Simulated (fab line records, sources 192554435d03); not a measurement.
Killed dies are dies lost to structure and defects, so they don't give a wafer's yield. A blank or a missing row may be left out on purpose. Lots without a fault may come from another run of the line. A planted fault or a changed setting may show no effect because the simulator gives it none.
Chamber matching | flow n5_finfet | N5_BEOL_M5_PECVD_70 on pecvd-03: 3 sister chambers
The step deposits SiO2 from TEOS/O2, target thk 16 nm, time 18 s. 3 wafers are shown with their chamber, then 10 later ones without.

WAFERS WITH THEIR CHAMBER
wafer  | chamber | throttle_valve_pct (%)
L087.5 | 1       | 24.9
L090.1 | 2       | 21.2
L090.3 | 0       | 22.7

WAFERS WITHOUT THEIR CHAMBER
wafer  | throttle_valve_pct (%)
L090.4 | 22.7
L092.4 | 21.4
L092.5 | 25.2
L092.6 | 21.3
L097.2 | 25.1
L097.3 | 22.5
L097.5 | 22.5
L095.2 | 25.0
L095.3 | 21.1
L095.6 | 22.5

WHICH CHAMBER EACH WENT THROUGH
wafer  | from the rows above | in truth
L090.4 | 0                   | 0
L092.4 | 2                   | 2
L092.5 | 1                   | 1
L092.6 | 2                   | 2
L097.2 | 1                   | 1
L097.3 | 0                   | 0
L097.5 | 0                   | 0
L095.2 | 1                   | 1
L095.3 | 2                   | 2
L095.6 | 0                   | 0
Placed correctly: 10 of 10. Can't be placed from these rows: 0. Placed wrongly: 0.
How it was worked out, from the rows above alone: a wafer's distance from a chamber is the root of the sum, over the readings, of the square of ((its reading less the chamber's mean) divided by the reading's scatter). The wafer belongs to the nearest chamber; if the next one is less than 2 further off, it can't be placed. A chamber's mean is the mean of its shown wafers. The scatter: with one shown wafer a chamber, the root of the mean of the squares of how far each hidden wafer lies from its nearest shown one.
